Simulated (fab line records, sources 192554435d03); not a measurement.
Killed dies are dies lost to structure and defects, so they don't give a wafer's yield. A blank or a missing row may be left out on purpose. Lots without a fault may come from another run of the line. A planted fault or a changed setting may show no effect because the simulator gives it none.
Which tool did it? | flow n5_finfet | 24 lots, 72 wafers sampled, at 2 steps of a route of 1938

WHAT THE GAUGES READ, wafer by wafer
N5_BEOL_M0_SAQP_INSPECT_42: inspects for defects (brightfield).
lot  | measured     | on                | raw_defect_count
L074 | day 5 19:52  | defect_inspect-02 | 331 321 277
L075 | day 6 00:05  | defect_inspect-01 | 246 185 246
L076 | day 6 00:44  | defect_inspect-01 | 313 346 334
L077 | day 6 11:07  | defect_inspect-01 | 217 224 283
L078 | day 6 18:01  | defect_inspect-01 | 421 309 387
L079 | day 6 22:52  | defect_inspect-01 | 413 304 289
L080 | day 7 05:27  | defect_inspect-01 | 301 241 288
L081 | day 7 13:00  | defect_inspect-01 | 213 205 211
L082 | day 7 14:11  | defect_inspect-02 | 351 251 197
L083 | day 7 18:06  | defect_inspect-01 | 213 241 219
L084 | day 8 02:26  | defect_inspect-01 | 295 348 251
L085 | day 8 11:50  | defect_inspect-02 | 199 236 351
L086 | day 8 23:55  | defect_inspect-01 | 260 358 217
L088 | day 9 07:26  | defect_inspect-02 | 457 215 230
L087 | day 9 09:36  | defect_inspect-02 | 216 258 225
L089 | day 9 17:47  | defect_inspect-01 | 195 199 170
L090 | day 9 23:16  | defect_inspect-02 | 260 207 340
L091 | day 10 02:35 | defect_inspect-02 | 257 226 208
L092 | day 10 10:11 | defect_inspect-01 | 292 360 390
L093 | day 10 14:33 | defect_inspect-02 | 300 195 187
L094 | day 10 16:16 | defect_inspect-02 | 303 230 412
L095 | day 10 21:37 | defect_inspect-02 | 273 355 301
L096 | day 11 08:34 | defect_inspect-01 | 236 263 188
L097 | day 11 12:45 | defect_inspect-02 | 368 387 338

WHICH TOOL RAN EACH LOT (tool, then ch and the chambers of the sampled wafers, then the start)
lot  | N5_BEOL_M0_SAQP_SPACER1_ALD_98
L074 | ald_sin-01 ch 0,1,2, day 5 16:36
L075 | ald_sin-04 ch 0,2,3, day 5 21:09
L076 | ald_sin-02 ch 0,2,3, day 5 21:27
L077 | ald_sin-04 ch 0,2,3, day 6 08:04
L078 | ald_sin-02 ch 0,1,3, day 6 15:10
L079 | ald_sin-02 ch 0,1,3, day 6 20:02
L080 | ald_sin-04 ch 1,2,3, day 7 02:29
L081 | ald_sin-04 ch 0,3, day 7 09:05
L082 | ald_sin-04 ch 0,1,3, day 7 11:13
L083 | ald_sin-02 ch 1,2,3, day 7 15:11
L084 | ald_sin-02 ch 1,2,3, day 7 23:28
L085 | ald_sin-02 ch 1,3, day 8 07:25
L086 | ald_sin-02 ch 0,2,3, day 8 20:02
L088 | ald_sin-01 ch 2,3, day 9 04:13
L087 | ald_sin-02 ch 0,1,3, day 9 06:38
L089 | ald_sin-02 ch 0,1,2, day 9 14:58
L090 | ald_sin-02 ch 1,3, day 9 20:08
L091 | ald_sin-04 ch 0,3, day 9 23:31
L092 | ald_sin-02 ch 0,1,3, day 10 07:22
L093 | ald_sin-04 ch 0,3, day 10 11:36
L094 | ald_sin-04 ch 1,2, day 10 13:22
L095 | ald_sin-04 ch 1,2,3, day 10 18:36
L096 | ald_sin-01 ch 0,3, day 11 05:37
L097 | ald_sin-01 ch 0,2,3, day 11 09:54
- N5_BEOL_M0_SAQP_SPACER1_ALD_98: deposits SiO2, target thk 12.8 nm, pulse time 1 s, purge time 2 s.

WHAT THE TOOLS THEMSELVES READ (means of the sampled wafers that have a number; where no wafer has one, the mark that the record gives instead)
N5_BEOL_M0_SAQP_SPACER1_ALD_98.
lot  | tool       | heater_power_w (W) | precursor_pulse_height_rel
L074 | ald_sin-01 | 508                | 0.995
L075 | ald_sin-04 | 545                | 1.002
L076 | ald_sin-02 | 479                | 1.012
L077 | ald_sin-04 | 550                | 0.992
L078 | ald_sin-02 | 462                | 1.010
L079 | ald_sin-02 | 457                | 0.996
L080 | ald_sin-04 | 504                | 0.998
L081 | ald_sin-04 | 567                | 0.998
L082 | ald_sin-04 | 522                | 0.989
L083 | ald_sin-02 | 462                | 0.997
L084 | ald_sin-02 | 464                | 0.999
L085 | ald_sin-02 | 447                | 1.006
L086 | ald_sin-02 | 484                | 1.003
L088 | ald_sin-01 | 453                | 0.998
L087 | ald_sin-02 | 467                | 1.014
L089 | ald_sin-02 | 473                | 1.005
L090 | ald_sin-02 | 451                | 0.988
L091 | ald_sin-04 | 544                | 0.991
L092 | ald_sin-02 | 464                | 1.001
L093 | ald_sin-04 | 556                | 0.992
L094 | ald_sin-04 | 470                | 1.000
L095 | ald_sin-04 | 487                | 0.986
L096 | ald_sin-01 | 565                | 0.981
L097 | ald_sin-01 | 502                | 0.999

THE ANSWER, worked out from the rows above alone
Rule: what is usual is taken from the lots themselves. Put in order of their means at a reading, lots are off if they are a third of the lots or fewer, leave a main group of 4 or more, and stand apart from it by a gap of 3 or more times the standard deviation of the main group's means; of several such gaps the widest counts. A main group whose means are all the same, to the digits that the tables above print for the reading, isn't used. A lot without any number at a reading at which 4 lots or more have one is off too. The other lots that the step has rows for count as sound. The gauges are gone through in route order, then the tools' own readings, and for those a lot's mean is taken as printed above. The first step at which some lot is off is used, and at that step the reading that is off furthest; a lot without a number counts as furthest.
No lot is off at any reading shown: from this, nothing can be told.

WHAT THE SIMULATOR HAD PUT IN
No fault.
